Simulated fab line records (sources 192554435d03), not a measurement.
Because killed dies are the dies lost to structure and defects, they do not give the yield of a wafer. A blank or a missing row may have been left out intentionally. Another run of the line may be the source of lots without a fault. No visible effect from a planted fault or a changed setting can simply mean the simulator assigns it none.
fab line records / flow n5Finfet
record: lots: 3 wafers: 9 lastDay: 17
route steps=1938 shown ILD0@335 SDB@347 BEOL_M4@1111
lots that met no fault: taken from a fault-free run of the same line
startH: hours from the record's first day to the start of the lot's first wafer shown / waitH: hours since the lot's step before / " identical to the entry in the row above / L1.1+2: a single row standing in for several wafers / - no value, or no start was given / * or withheld: withheld / < > ~ a bound
route shown NAME@n: NAME is a module with steps in the file, n the number in the route of the first one / usual: average and standard deviation across the fault-free wafers / same: alike in all rows / chamber/n: place in a boat / sites: per-site readings / _std_site: their standard deviation / _edge_site: the outer-site mean with the inner-site mean subtracted / radiusMm: how far each site lies from the wafer's centre / mask NAME#n: copy n / behind: the last tool/chamber to shape the wafer / hold: why the lot went on hold/how many hours it stayed there/how the hold came to an end / device: the n, p or np transistor that did not switch / end of line: tests run on the same wafers once the route is complete / a step given without rows: its recipe and nothing more / killed: dies that structure and defects cost at the first sort, which is not the same as the wafer's yield / map: a wafer's dies, x killed, . not, _ none there
set.NAME: the run value of the setting; set.NAME@STEP: its run value at that earlier step / model.NAME: the simulator's own value behind a step, which no gauge read
certain route steps with their lots: each step a table, each wafer a row
services: the hour from which a tool's chamber was out of use, counted from the record's first day as startH (under 0 if before that day), plus the number of hours and why
== steps ==
step: N5_ILD0_LINER_00
recipe: material: SiNx targetThkA: 40 tempC: 400 aldPrecursorFamily: SiH2I2 aldCoReactant: N2/H2-plasma pulseTimeS: 1 purgeTimeS: 2 coReactantPurgeTimeS: 2 aldCycles: 80 pressureTorr: 2
step: N5_ILD0_FCVD_FILL_01
recipe: material: SiO2_flowable targetThkA: 2000 tempC: 100 pressureTorr: 0.8 rfW: 2000 timeS: 328.3
step: N5_ILD0_CURE_02
recipe: tempC: 450 timeS: 1800 ambient: steam idleTempC: 400 rampUpCPerMin: 5 rampDownCPerMin: 3 densificationPH2oTorr: 640
step: N5_ILD0_CMP_03
recipe: stopOn: SiNx tOverpolishS: 1.9 postCmpClean: alkalineBrush downForcePsi: 4.1491 platenRpm: 51.796 padVelocityMS: 1.0306 targetThkNm: 197.38
step: N5_ILD0_CMP_07
recipe: stopOn: poly-Si material: SiO2_flowable tOverpolishS: 1.18 postCmpClean: alkalineBrush downForcePsi: 4.1491 platenRpm: 51.796 padVelocityMS: 1.0306 targetThkNm: 138.88
step: N5_ILD0_PRECLEAN_10
recipe: chemistry: NF3:NH3 afsCycles: 5 timeS: 20 tempC: 30 sublimationTempC: 180 sublimationTimeS: 60 pressureTorr: 3 rfPowerW: 30
step: N5_ILD0_ALD_15
recipe: material: SiNx targetThkA: 240 tempC: 400 aldPrecursorFamily: SiH2I2 aldCoReactant: N2/H2-plasma pulseTimeS: 1 aldCycles: 480 purgeTimeS: 2 coReactantPurgeTimeS: 2 pressureTorr: 2
step: N5_ILD0_CMP_12
recipe: stopOn: poly-Si material: SiNx tOverpolishS: 6 postCmpClean: alkalineBrush downForcePsi: 2.5 platenRpm: 51.8 padVelocityMS: 1.0307 targetThkNm: 17.67
step: N5_SDB_HM_DEP_00
recipe: material: SiNx targetThkA: 400 tempC: 400 precursor: SiH4/NH3/N2 pressureTorr: 1.5 rfW: 300 timeS: 35.3
usual: heaterPowerW: 724/120 showerheadPlenumPTorr: 5.16/0.08 throttleValvePct: 40.2/1.2
lot.wafer=L382.1 tool=pecvd-03 chamber=2 startH=71.47 waitH=0.0 heaterPowerW=572 showerheadPlenumPTorr=5.11 throttleValvePct=39.7 model.SiNx_of_SDB_HM_DEP_00.thkNm=40.2
lot.wafer=L382.3 tool=pecvd-03 chamber=0 startH=71.47 waitH=0.0 heaterPowerW=630 showerheadPlenumPTorr=5.01 throttleValvePct=41.7 model.SiNx_of_SDB_HM_DEP_00.thkNm=40.2
lot.wafer=L382.6 tool=pecvd-03 chamber=0 startH=71.47 waitH=0.0 heaterPowerW=617 showerheadPlenumPTorr=5.02 throttleValvePct=41.1 model.SiNx_of_SDB_HM_DEP_00.thkNm=40.4
lot.wafer=L395.3 tool=pecvd-03 chamber=1 startH=149.86 waitH=0.0 heaterPowerW=769 showerheadPlenumPTorr=5.21 throttleValvePct=41.6 model.SiNx_of_SDB_HM_DEP_00.thkNm=40.2
lot.wafer=L395.4 tool=pecvd-03 chamber=2 startH=149.86 waitH=0.0 heaterPowerW=584 showerheadPlenumPTorr=5.09 throttleValvePct=40.5 model.SiNx_of_SDB_HM_DEP_00.thkNm=41.8
lot.wafer=L395.6 tool=pecvd-03 chamber=1 startH=149.86 waitH=0.0 heaterPowerW=761 showerheadPlenumPTorr=5.20 throttleValvePct=41.5 model.SiNx_of_SDB_HM_DEP_00.thkNm=41.2
lot.wafer=L403.4 tool=pecvd-02 chamber=1 startH=198.36 waitH=0.1 heaterPowerW=724 showerheadPlenumPTorr=5.16 throttleValvePct=40.6 model.SiNx_of_SDB_HM_DEP_00.thkNm=40.2
lot.wafer=L403.5 tool=pecvd-02 chamber=0 startH=198.36 waitH=0.1 heaterPowerW=791 showerheadPlenumPTorr=5.29 throttleValvePct=39.0 model.SiNx_of_SDB_HM_DEP_00.thkNm=39.6
lot.wafer=L403.6 tool=pecvd-02 chamber=2 startH=198.36 waitH=0.1 heaterPowerW=575 showerheadPlenumPTorr=5.17 throttleValvePct=38.3 model.SiNx_of_SDB_HM_DEP_00.thkNm=40
step: N5_SDB_COAT_03
recipe: resist: SOC tempC: 250 timeS: 60 spinRpm: 1500 resistThkNm: 100
step: N5_SDB_COAT_04
recipe: resist: SiARC tempC: 220 timeS: 60 spinRpm: 1500 resistThkNm: 18
step: N5_SDB_COAT_05
recipe: resist: CAR-ArF spinRpm: 1500 resistThkNm: 90
step: N5_SDB_EBR_07
recipe: solvent: PGMEA ebrWidthMm: 1.5
step: N5_SDB_SOFTBAKE_06
recipe: tempC: 110 timeS: 60 resist: CAR-ArF
step: N5_SDB_EXPOSE_08
recipe: maskId: SDB na: 1.35 sourceShape: conventional sigmaOuter: 0.5 polarization: unpolarized doseMj: 49.6
step: N5_SDB_PEB_09
recipe: pebTempC: withheld pebTimeS: 60 resist: CAR-ArF
step: N5_SDB_DEVELOP_10
recipe: developTimeS: 30 developer: TMAH resist: CAR-ArF rinseLiquid: diw dry: airSpin devTempC: 23
step: N5_SDB_DESCUM_16
recipe: chemistry: O2 timeS: 7.9 sourcePowerW: 50 biasPowerW: 20 pressureMtorr: 20 rfFrequencyHz: 2.712e+07 tempC: 40 resist: CAR-ArF o2FlowSccm: 225
step: N5_SDB_ETCH_17
recipe: chemistry: CF4 target: SiARC targetDepthA: 234 maskMaterial: CAR-ArF timeS: 39 ionEnergyEv: 80 pressureMtorr: 40 sourceW: 545 biasW: 36 Ar_flow_sccm: 100 cf4FlowSccm: 100 ends: cleared
step: N5_SDB_ETCH_18
recipe: chemistry: N2/H2 target: SOC targetDepthA: 1000 overetchA: 200 maskMaterial: SiARC tempC: 40 timeS: 150 ionEnergyEv: 200 pressureMtorr: 30 sourceW: 840 biasW: 150 n2FlowSccm: 200 h2FlowSccm: 200
step: N5_SDB_STRIP_19
recipe: chemistry: N2/H2 tempC: 40 n2FlowSccm: 200 h2FlowSccm: 200 rfFrequencyHz: 6e+07
step: N5_SDB_STRIP_21
recipe: chemistry: CF4 resist: SiARC powerW: 300 biasPowerW: 75 pressureMtorr: 50 cf4FlowSccm: 150 rfFrequencyHz: 6e+07
step: N5_SDB_HM_OPEN_20
recipe: chemistry: CH3F/O2 target: SiNx maskMaterial: SOC targetDepthA: 240 stopOn: poly-Si overEtchFrac: 0.4 ionEnergyEv: 120 pressureMtorr: 30 sourceW: 395 biasW: 73 Ar_flow_sccm: 150 CH3F_flow_sccm: 30 O2_flow_sccm: 20
usual: CH3F_flow_sccm: 30.00/0.093 drypumpMotorCurrentA: 5.6/0.46 oes_ar_750_au: 0.77/0.065 oesProductAu: 0.63/0.052 rfVppV: 296/5.3 showerheadPlenumPTorr: 2.03/0.062 throttleValvePct: 16.28/0.14
lot.wafer=L382.1 tool=rieDiel-04 chamber=1 startH=72.42 waitH=0.0 CH3F_flow_sccm=30.06 drypumpMotorCurrentA=6.0 oes_ar_750_au=0.92 oesProductAu=0.76 rfHoursCounterH=6 rfVppV=303 showerheadPlenumPTorr=2.06 throttleValvePct=16.43 model.etch.depthNm=24.19
lot.wafer=L382.3 tool=rieDiel-04 chamber=0 startH=72.42 waitH=0.0 CH3F_flow_sccm=30.03 drypumpMotorCurrentA=6.1 oes_ar_750_au=0.78 oesProductAu=0.65 rfHoursCounterH=132 rfVppV=294 showerheadPlenumPTorr=2.00 throttleValvePct=16.49 model.etch.depthNm=24.2
lot.wafer=L382.6 tool=rieDiel-04 chamber=2 startH=72.42 waitH=0.0 CH3F_flow_sccm=29.98 drypumpMotorCurrentA=6.1 oes_ar_750_au=0.72 oesProductAu=0.59 rfHoursCounterH=- rfVppV=304 showerheadPlenumPTorr=1.99 throttleValvePct=16.23 model.etch.depthNm=24.46
lot.wafer=L395.3 tool=rieDiel-04 chamber=0 startH=150.50 waitH=0.0 CH3F_flow_sccm=29.95 drypumpMotorCurrentA=6.1 oes_ar_750_au=0.76 oesProductAu=0.63 rfHoursCounterH=160 rfVppV=294 showerheadPlenumPTorr=1.99 throttleValvePct=16.56 model.etch.depthNm=24.22
lot.wafer=L395.4 tool=rieDiel-04 chamber=2 startH=150.50 waitH=0.0 CH3F_flow_sccm=29.95 drypumpMotorCurrentA=6.0 oes_ar_750_au=0.70 oesProductAu=0.60 rfHoursCounterH=230 rfVppV=303 showerheadPlenumPTorr=1.98 throttleValvePct=16.31 model.etch.depthNm=25.9
lot.wafer=L395.6 tool=rieDiel-04 chamber=3 startH=150.50 waitH=0.0 CH3F_flow_sccm=30.02 drypumpMotorCurrentA=5.9 oes_ar_750_au=0.73 oesProductAu=0.61 rfHoursCounterH=- rfVppV=299 showerheadPlenumPTorr=2.07 throttleValvePct=16.35 model.etch.depthNm=25.11
lot.wafer=L403.4 tool=rieDiel-01 chamber=1 startH=199.16 waitH=0.0 CH3F_flow_sccm=29.92 drypumpMotorCurrentA=5.1 oes_ar_750_au=0.71 oesProductAu=0.57 rfHoursCounterH=- rfVppV=296 showerheadPlenumPTorr=2.06 throttleValvePct=16.42 model.etch.depthNm=24.2
lot.wafer=L403.5 tool=rieDiel-01 chamber=2 startH=199.16 waitH=0.0 CH3F_flow_sccm=29.93 drypumpMotorCurrentA=4.8 oes_ar_750_au=0.71 oesProductAu=0.58 rfHoursCounterH=- rfVppV=303 showerheadPlenumPTorr=1.91 throttleValvePct=16.46 model.etch.depthNm=23.66
lot.wafer=L403.6 tool=rieDiel-01 chamber=0 startH=199.16 waitH=0.0 CH3F_flow_sccm=29.94 drypumpMotorCurrentA=5.8 oes_ar_750_au=0.74 oesProductAu=0.61 rfHoursCounterH=- rfVppV=289 showerheadPlenumPTorr=2.00 throttleValvePct=16.26 model.etch.depthNm=24.04
step: N5_SDB_STRIP_22
recipe: chemistry: N2/H2 powerW: 1000 tempC: 250 h2Frac: 0.65 overashFraction: 0.3 pressureMtorr: withheld n2FlowSccm: 1750 h2FlowSccm: 3250
step: N5_SDB_PRECLEAN_23
recipe: chemistry: dHF timeS: 30 tempC: 25 dilution: withheld
step: N5_SDB_DUMMY_REMOVE_24
recipe: chemistry: TMAH tempC: 70 target: poly-Si stopOn: SiO2 targetDepthNm: 142 concWtPct: 5 timeS: 57 dry: ipaMarangoni rinseTimeS: 30 rinseTempC: 23
step: N5_SDB_ETCH_25
recipe: chemistry: C4F6/O2 target: SiO2 targetDepthA: 100 timeS: 3.3 ionEnergyEv: 250 maskMaterial: SiNx pressureMtorr: 30 sourceW: 345 biasW: 185 Ar_flow_sccm: 300 C4F6_flow_sccm: 10 O2_flow_sccm: 10
step: N5_SDB_CUT_ETCH_26
recipe: chemistry: HBr/Cl2/O2 target: Si targetDepthA: 1296 btTimeS: 20 maskMaterial: SiNx timeS: 51.8 ionEnergyEv: * biasW: * pressureMtorr: 10 icpW: 800 HBr_flow_sccm: 150 Cl2_flow_sccm: 80 O2_flow_sccm: 12
step: N5_SDB_PRECLEAN_38
recipe: chemistry: dHF timeS: 10 dilution: 750:1 tempC: 25
lot.wafer=L382.1 tool=wetBench-03 chamber=3 startH=72.93 waitH=0.1 model.SiNx_of_SDB_HM_DEP_00.thkNm=22.4
lot.wafer=L382.3 tool=wetBench-03 chamber=2 startH=72.93 waitH=0.1 model.SiNx_of_SDB_HM_DEP_00.thkNm=22
lot.wafer=L382.6 tool=wetBench-03 chamber=5 startH=72.93 waitH=0.1 model.SiNx_of_SDB_HM_DEP_00.thkNm=22.2
lot.wafer=L395.3 tool=wetBench-05 chamber=2 startH=151.66 waitH=0.1 model.SiNx_of_SDB_HM_DEP_00.thkNm=22
lot.wafer=L395.4 tool=wetBench-05 chamber=5 startH=151.66 waitH=0.1 model.SiNx_of_SDB_HM_DEP_00.thkNm=24
lot.wafer=L395.6 tool=wetBench-05 chamber=3 startH=151.66 waitH=0.1 model.SiNx_of_SDB_HM_DEP_00.thkNm=22.8
lot.wafer=L403.4+6 tool=wetBench-06 chamber=1,0 startH=199.63 waitH=0.1 model.SiNx_of_SDB_HM_DEP_00.thkNm=21.6
lot.wafer=L403.5 tool=wetBench-06 chamber=4 startH=199.63 waitH=0.1 model.SiNx_of_SDB_HM_DEP_00.thkNm=21.4
step: N5_SDB_PRECLEAN_39
recipe: chemistry: O3/DIW timeS: 45 tempC: 22 o3Ppm: 10
step: N5_BEOL_M4_RC_MEAS_101
usual: DIBL_N: 36.2/1.7 DIBL_P: 36.2/2.2 IOFF_N: 0.16/0.035 IOFF_P: 0.21/0.042 ION_N: 673/13 ION_P: 462/7.9 SS_N: 71.4/0.59 SS_P: 73.2/0.7 VT_N: 250/3.6 VT_P: -251/3.5
lot.wafer=L382.1 tool=prober-01 chamber=0 startH=167.06 waitH=0.0 DIBL_N[mV/V]=37.0 DIBL_P[mV/V]=38.0 IOFF_N[nA/um]=0.16 IOFF_P[nA/um]=0.21 ION_N[uA/um]=678 ION_P[uA/um]=460 SS_N[mV/dec]=72.1 SS_P[mV/dec]=73.3 VT_N[mV]=249 VT_P[mV]=-251
lot.wafer=L382.3 tool=prober-01 chamber=0 startH=167.06 waitH=0.0 DIBL_N[mV/V]=36.5 DIBL_P[mV/V]=37.9 IOFF_N[nA/um]=0.16 IOFF_P[nA/um]=0.22 ION_N[uA/um]=684 ION_P[uA/um]=464 SS_N[mV/dec]=71.8 SS_P[mV/dec]=73.3 VT_N[mV]=245 VT_P[mV]=-250
lot.wafer=L382.6 tool=prober-01 chamber=0 startH=167.06 waitH=0.0 DIBL_N[mV/V]=37.1 DIBL_P[mV/V]=38.4 IOFF_N[nA/um]=0.18 IOFF_P[nA/um]=0.22 ION_N[uA/um]=682 ION_P[uA/um]=462 SS_N[mV/dec]=71.1 SS_P[mV/dec]=72.3 VT_N[mV]=248 VT_P[mV]=-251
lot.wafer=L395.3 tool=prober-01 chamber=0 startH=245.22 waitH=0.3 DIBL_N[mV/V]=35.2 DIBL_P[mV/V]=36.0 IOFF_N[nA/um]=0.14 IOFF_P[nA/um]=0.21 ION_N[uA/um]=666 ION_P[uA/um]=472 SS_N[mV/dec]=71.5 SS_P[mV/dec]=72.7 VT_N[mV]=253 VT_P[mV]=-250
lot.wafer=L395.4 tool=prober-01 chamber=0 startH=245.22 waitH=0.3 DIBL_N[mV/V]=35.0 DIBL_P[mV/V]=37.0 IOFF_N[nA/um]=0.14 IOFF_P[nA/um]=0.23 ION_N[uA/um]=663 ION_P[uA/um]=470 SS_N[mV/dec]=71.2 SS_P[mV/dec]=73.3 VT_N[mV]=250 VT_P[mV]=-245
lot.wafer=L395.6 tool=prober-01 chamber=0 startH=245.22 waitH=0.3 DIBL_N[mV/V]=36.5 DIBL_P[mV/V]=37.8 IOFF_N[nA/um]=0.15 IOFF_P[nA/um]=0.24 ION_N[uA/um]=677 ION_P[uA/um]=471 SS_N[mV/dec]=71.5 SS_P[mV/dec]=73.4 VT_N[mV]=250 VT_P[mV]=-246
lot.wafer=L403.4 tool=prober-02 chamber=0 startH=304.08 waitH=0.5 DIBL_N[mV/V]=35.5 DIBL_P[mV/V]=34.0 IOFF_N[nA/um]=0.13 IOFF_P[nA/um]=0.18 ION_N[uA/um]=673 ION_P[uA/um]=461 SS_N[mV/dec]=70.5 SS_P[mV/dec]=72.0 VT_N[mV]=252 VT_P[mV]=-250
lot.wafer=L403.5 tool=prober-02 chamber=0 startH=304.08 waitH=0.5 DIBL_N[mV/V]=36.7 DIBL_P[mV/V]=36.2 IOFF_N[nA/um]=0.15 IOFF_P[nA/um]=0.22 ION_N[uA/um]=663 ION_P[uA/um]=464 SS_N[mV/dec]=70.8 SS_P[mV/dec]=73.2 VT_N[mV]=249 VT_P[mV]=-248
lot.wafer=L403.6 tool=prober-02 chamber=0 startH=304.08 waitH=0.5 DIBL_N[mV/V]=33.2 DIBL_P[mV/V]=31.4 IOFF_N[nA/um]=0.10 IOFF_P[nA/um]=0.15 ION_N[uA/um]=646 ION_P[uA/um]=458 SS_N[mV/dec]=70.2 SS_P[mV/dec]=71.6 VT_N[mV]=259 VT_P[mV]=-254
== services ==
tool=pecvd-03 chamber=1 startH=47.98 hours=2.1 kind=scheduledDown
tool=rieDiel-01 chamber=0 startH=51.63 hours=3.6 kind=repair
tool=pecvd-02 chamber=2 startH=76.46 hours=5.5 kind=scheduledDown
tool=pecvd-02 chamber=0 startH=81.92 hours=2.1 kind=scheduledDown
tool=rieDiel-01 chamber=0 startH=112.49 hours=8.4 kind=repair
tool=pecvd-03 chamber=0 startH=156.29 hours=5.5 kind=scheduledDown
tool=rieDiel-04 chamber=1 startH=161.52 hours=5.3 kind=repair
tool=pecvd-02 chamber=- startH=181.06 hours=0.7 kind=repair
tool=wetBench-06 chamber=- startH=183.07 hours=1.5 kind=repair
tool=rieDiel-01 chamber=3 startH=191.98 hours=14.3 kind=repair
== key ==
firstSign none at tools or gauges
modelEffect: step: N5_SDB_HM_DEP_00 value: SiNx_of_SDB_HM_DEP_00.thkNm without: 40.4 struck: 41.8
modelEffect: step: N5_SDB_HM_OPEN_20 value: etch.depthNm without: 24.44 struck: 25.9
modelEffect: step: N5_SDB_PRECLEAN_38 value: SiNx_of_SDB_HM_DEP_00.thkNm without: 22.4 struck: 24
metAt N5_SDB_HM_DEP_00
struckWafers L395.4
onsetBetween 71.47 149.86
fault: kind: processParameterDrift tool: pecvd-03 chamber: 2 onsetH: 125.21 steps: N5_SDB_HM_DEP_00 channel: timeS offset: * shape: step endH: 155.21 actsIn: * stated: *
